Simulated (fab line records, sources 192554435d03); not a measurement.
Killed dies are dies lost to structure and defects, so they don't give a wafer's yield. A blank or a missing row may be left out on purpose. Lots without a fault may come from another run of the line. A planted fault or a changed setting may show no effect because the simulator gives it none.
One fault seen from 2 desks | flow n5_finfet | each desk has only its own numbers; what lay behind them comes last

THE METROLOGY DESK
What the gauges read, lot by lot, whatever tool the lot ran on: means of the sampled wafers that have a number. A lot is out of limits, marked OUT, if its mean lies more than 4 standard deviations from the usual mean; the brackets give that distance.
Columns: A = cd_nm at N5_PASSIVATION_CD_MEAS_30, usual 3999.2 nm; B = PAD_OVL at N5_PASSIVATION_OVL_MEAS_63, usual -4 nm
lot  | first seen here | A      | B
L616 | day 11 21:57    | 4002.0 | -7
L617 | day 12 17:43    | 3996.1 | -3
L623 | day 13 09:55    | 3997.8 | -2
L625 | day 14 08:35    | 4001.5 | 1
L627 | day 15 09:32    | 4000.1 | -6
L626 | day 15 09:52    | 3996.7 | -1
L628 | day 15 14:38    | 3998.3 | 0
L632 | day 16 11:58    | 4000.7 | -7
L633 | day 16 12:53    | 4002.1 | -10
L639 | day 17 13:18    | 4002.0 | -3
L636 | day 17 17:56    | 4001.8 | -1
This desk's finding: nothing out of limits on any of the 11 lots.

THE TOOL OWNER'S DESK: pvd_sputter-03
The tool's own readings at N5_BEOL_M3_SPUTTER_48 (material Cu, target thk 4.5 nm, time 8.29 s): means of the sampled wafers that have a number, for each lot that ran on this tool. A lot is out of limits, marked OUT, if its mean lies more than 4 standard deviations from the usual mean; the brackets give that distance.
Columns: A = chuck_gas_flow_sccm at N5_BEOL_M3_SPUTTER_48, usual 1.26 sccm; B = throttle_valve_pct at N5_BEOL_M3_SPUTTER_48, usual 29.8 %
lot  | first seen here | A    | B
L626 | day 10 01:44    | 1.26 | 29.1
L628 | day 10 07:26    | 1.23 | 29.7
L633 | day 11 17:41    | 1.28 | 30.0
L636 | day 12 09:20    | 1.24 | 29.1
This desk's finding: nothing out of limits on any of the 4 lots.

PUT TOGETHER
The metrology desk saw nothing out of limits.
The tool owner's desk saw nothing out of limits.

WHAT THE SIMULATOR HAD PUT IN
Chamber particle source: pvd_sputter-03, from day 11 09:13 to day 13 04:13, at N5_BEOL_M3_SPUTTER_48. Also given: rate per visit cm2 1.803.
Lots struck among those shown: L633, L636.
